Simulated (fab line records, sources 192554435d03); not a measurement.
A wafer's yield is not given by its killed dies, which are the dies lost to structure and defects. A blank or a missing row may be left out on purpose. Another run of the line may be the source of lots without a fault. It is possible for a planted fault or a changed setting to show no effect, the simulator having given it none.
Matching of chambers | flow n5 finfet | N5_BEOL_M11_DESCUM_16 on rie diel-05: 4 sister chambers
The step chemistry O2, time 7.9 s. 4 wafers are shown with their chamber, then 8 later ones without.

== WAFERS, EACH WITH ITS CHAMBER ==
wafer  | chamber | drypump motor current A (A)
L087.1 | 3       | 5.4
L090.1 | 1       | 5.5
L090.5 | 0       | 6.1
L092.2 | 2       | 5.8

== WAFERS WITH NO CHAMBER GIVEN ==
wafer  | drypump motor current A (A)
L092.3 | 5.5
L092.6 | 5.5
L091.1 | 5.7
L091.4 | 5.5
L091.5 | 5.5
L095.3 | 5.8
L095.5 | 5.5
L095.6 | 6.1

== WHICH CHAMBER EACH ONE RAN IN ==
wafer  | from the rows above | in truth
L092.3 | 1                   | 1
L092.6 | 1                   | 1
L091.1 | 2                   | 2
L091.4 | 1                   | 1
L091.5 | 1                   | 1
L095.3 | 2                   | 2
L095.5 | 1                   | 1
L095.6 | 0                   | 0
Placed correctly: 8 of 8. Not placeable from these rows: 0. Wrongly placed: 0.
How it was worked out, from the rows above alone: a wafer's distance from a chamber is the root of the sum, over the readings, of the square of ((its reading less the chamber's mean) divided by the reading's scatter). The wafer belongs to the nearest chamber; if the next one is less than 2 further off, it can't be placed. For every chamber, the mean is computed from those of its wafers that are shown. The scatter (one wafer shown for each chamber): square how far every hidden wafer sits from the nearest shown wafer, average those squares and take the square root.
